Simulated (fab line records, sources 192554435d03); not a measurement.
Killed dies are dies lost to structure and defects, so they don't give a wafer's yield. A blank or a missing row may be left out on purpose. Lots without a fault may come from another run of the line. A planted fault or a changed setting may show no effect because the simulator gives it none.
Chamber matching | flow n5_finfet | N5_BEOL_M7_ETCH_65 on rie_diel-01: 4 sister chambers
The step etches SiARC in CF4, target depth 15.6 nm, time 26 s. 16 wafers are shown with their chamber, then 8 later ones without.

WAFERS WITH THEIR CHAMBER
wafer  | chamber | drypump_motor_current_A (A) | showerhead_plenum_p_Torr (Torr) | throttle_valve_pct (%)
L078.3 | 2       | 6.1                         | 2.09                            | 15.48
L078.5 | 2       | 6.0                         | 2.09                            | 15.47
L078.6 | 3       | 6.7                         | 2.13                            | 15.59
L086.1 | 2       | 6.0                         | 2.08                            | 15.52
L086.2 | 3       | 6.7                         | 2.13                            | 15.63
L086.3 | 1       | 5.9                         | 2.07                            | 15.42
L087.1 | 2       | 6.0                         | 2.08                            | 15.54
L087.3 | 3       | 6.6                         | 2.12                            | 15.66
L087.4 | 1       | 5.9                         | 2.07                            | 15.43
L088.1 | 3       | 6.7                         | 2.12                            | 15.64
L088.4 | 2       | 6.1                         | 2.08                            | 15.55
L088.5 | 2       | 6.1                         | 2.08                            | 15.52
L090.3 | 0       | 6.1                         | 2.09                            | 15.56
L090.4 | 3       | 6.7                         | 2.12                            | 15.65
L090.6 | 2       | 6.0                         | 2.08                            | 15.53
L092.2 | 0       | 6.1                         | 2.09                            | 15.56

SIGNATURES (means of the wafers above)
reading                  | chamber 0 | chamber 1 | chamber 2 | chamber 3 | scatter within a chamber
drypump_motor_current_A  | 6.100     | 5.900     | 6.043     | 6.680     | 0.0458
showerhead_plenum_p_Torr | 2.0900    | 2.0700    | 2.0829    | 2.1240    | 0.00468
throttle_valve_pct       | 15.5600   | 15.4250   | 15.5157   | 15.6340   | 0.0264
Rule: a wafer's distance from a chamber is the root of the sum, over the readings, of the square of ((its reading less the chamber's mean) divided by the reading's scatter). The wafer belongs to the nearest chamber; if the next one is less than 2 further off, it can't be placed. The scatter: the root of (the sum of the squares of (reading less its chamber's mean) over the shown wafers, divided by (wafers less chambers)).

WAFERS WITHOUT THEIR CHAMBER
wafer  | drypump_motor_current_A (A) | showerhead_plenum_p_Torr (Torr) | throttle_valve_pct (%)
L092.3 | 6.0                         | 2.08                            | 15.55
L092.4 | 5.8                         | 2.06                            | 15.43
L093.1 | 6.7                         | 2.12                            | 15.66
L093.2 | 5.8                         | 2.06                            | 15.45
L093.4 | 6.1                         | 2.09                            | 15.56
L096.3 | 5.9                         | 2.06                            | 15.46
L096.5 | 5.9                         | 2.06                            | 15.44
L096.6 | 6.0                         | 2.08                            | 15.55

WHICH CHAMBER EACH WENT THROUGH
wafer  | from the rows above     | in truth
L092.3 | can't be placed: 2 or 0 | 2
L092.4 | 1                       | 1
L093.1 | 3                       | 3
L093.2 | 1                       | 1
L093.4 | 0                       | 0
L096.3 | 1                       | 1
L096.5 | 1                       | 1
L096.6 | can't be placed: 2 or 0 | 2
Placed correctly: 6 of 8. Can't be placed from these rows: 2 (the true chamber is among the candidates in 2). Placed wrongly: 0.
